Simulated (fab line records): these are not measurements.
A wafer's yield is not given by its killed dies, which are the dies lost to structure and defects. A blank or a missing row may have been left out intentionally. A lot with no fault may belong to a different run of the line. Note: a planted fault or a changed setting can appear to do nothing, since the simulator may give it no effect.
Which tool is to blame? + flow n5 finfet + 36 wafers from 12 lots sampled at 4 of the route's 1938 steps

## WHAT THE GAUGES SHOWED, per wafer
N5_BEOL_M6_CD_MEAS_11: target cd 38.5 nm.
| lot  | measured     | on        | cd nm (nm)     |
|------|--------------|-----------|----------------|
| L075 | day 9 00:01  | cd sem-02 | 38.2 38.6 39.0 |
| L077 | day 9 10:07  | cd sem-03 | 38.6 38.4 38.5 |
| L079 | day 9 19:09  | cd sem-01 | 38.1 37.7 38.2 |
| L082 | day 10 11:45 | cd sem-01 | 39.2 38.2 38.5 |
| L083 | day 10 14:16 | cd sem-02 | 38.6 38.5 38.9 |
| L085 | day 11 08:05 | cd sem-01 | 38.1 39.1 38.3 |
| L088 | day 11 18:47 | cd sem-02 | 39.0 39.3 38.9 |
| L089 | day 12 14:34 | cd sem-02 | 38.6 38.6 38.8 |
| L091 | day 13 00:02 | cd sem-01 | 37.8 38.2 38.7 |
| L093 | day 13 03:13 | cd sem-02 | 38.8 38.6 38.4 |
| L095 | day 13 17:49 | cd sem-03 | 38.5 38.6 38.3 |
| L096 | day 14 08:17 | cd sem-01 | 37.8 38.3 37.6 |

## EACH LOT AND THE TOOL THAT RAN IT (in order: tool; ch and the chambers of the sampled wafers; start)
| lot  | N5_BEOL_M5_PRE_CLEAN_45      | N5_BEOL_M5_ANNEAL_49         | N5_BEOL_M5_SPUTTER_81        |
|------|------------------------------|------------------------------|------------------------------|
| L075 | pvd sputter-03, day 8 15:21  | pvd sputter-01, day 8 17:02  | pvd sputter-01, day 8 18:02  |
| L077 | pvd sputter-02, day 9 02:13  | pvd sputter-03, day 9 03:16  | pvd sputter-03, day 9 04:17  |
| L079 | pvd sputter-01, day 9 11:52  | pvd sputter-02, day 9 12:34  | pvd sputter-02, day 9 13:34  |
| L082 | pvd sputter-03, day 10 03:47 | pvd sputter-02, day 10 04:22 | pvd sputter-02, day 10 05:22 |
| L083 | pvd sputter-03, day 10 06:56 | pvd sputter-03, day 10 07:47 | pvd sputter-03, day 10 08:47 |
| L085 | pvd sputter-03, day 10 23:50 | pvd sputter-02, day 11 00:32 | pvd sputter-02, day 11 01:32 |
| L088 | pvd sputter-02, day 11 09:54 | pvd sputter-02, day 11 10:36 | pvd sputter-02, day 11 11:36 |
| L089 | pvd sputter-02, day 12 05:41 | pvd sputter-02, day 12 06:29 | pvd sputter-02, day 12 07:29 |
| L091 | pvd sputter-02, day 12 14:30 | pvd sputter-02, day 12 15:10 | pvd sputter-02, day 12 16:11 |
| L093 | pvd sputter-03, day 12 18:15 | pvd sputter-01, day 12 19:24 | pvd sputter-01, day 12 20:25 |
| L095 | pvd sputter-01, day 13 08:11 | pvd sputter-01, day 13 08:53 | pvd sputter-01, day 13 09:54 |
| L096 | pvd sputter-01, day 13 21:31 | pvd sputter-03, day 13 23:43 | pvd sputter-03, day 14 00:43 |
- N5_BEOL_M5_PRE_CLEAN_45: time 30 s.
- N5_BEOL_M5_ANNEAL_49: time 1800 s.
- N5_BEOL_M5_SPUTTER_81: material Cu, target thk 15 nm, time 27.62 s.

## THE ANSWER, worked out from the rows above alone
Rule: usual is defined by the lots themselves. Put in order of their means at a reading, lots are off if they are a third of the lots or fewer, leave a main group of 4 or more, and stand apart from it by a gap of 3 or more times the standard deviation of the main group's means; of several such gaps the widest counts. Not used: any main group whose means are identical at the precision the tables above print for the reading. Also off: a lot with no number at a reading for which 4 or more lots have one. The other lots that the step has rows for count as sound.
Nothing can be told from this: no lot is off at any reading shown.

## WHAT HAD BEEN PUT IN BY THE SIMULATOR
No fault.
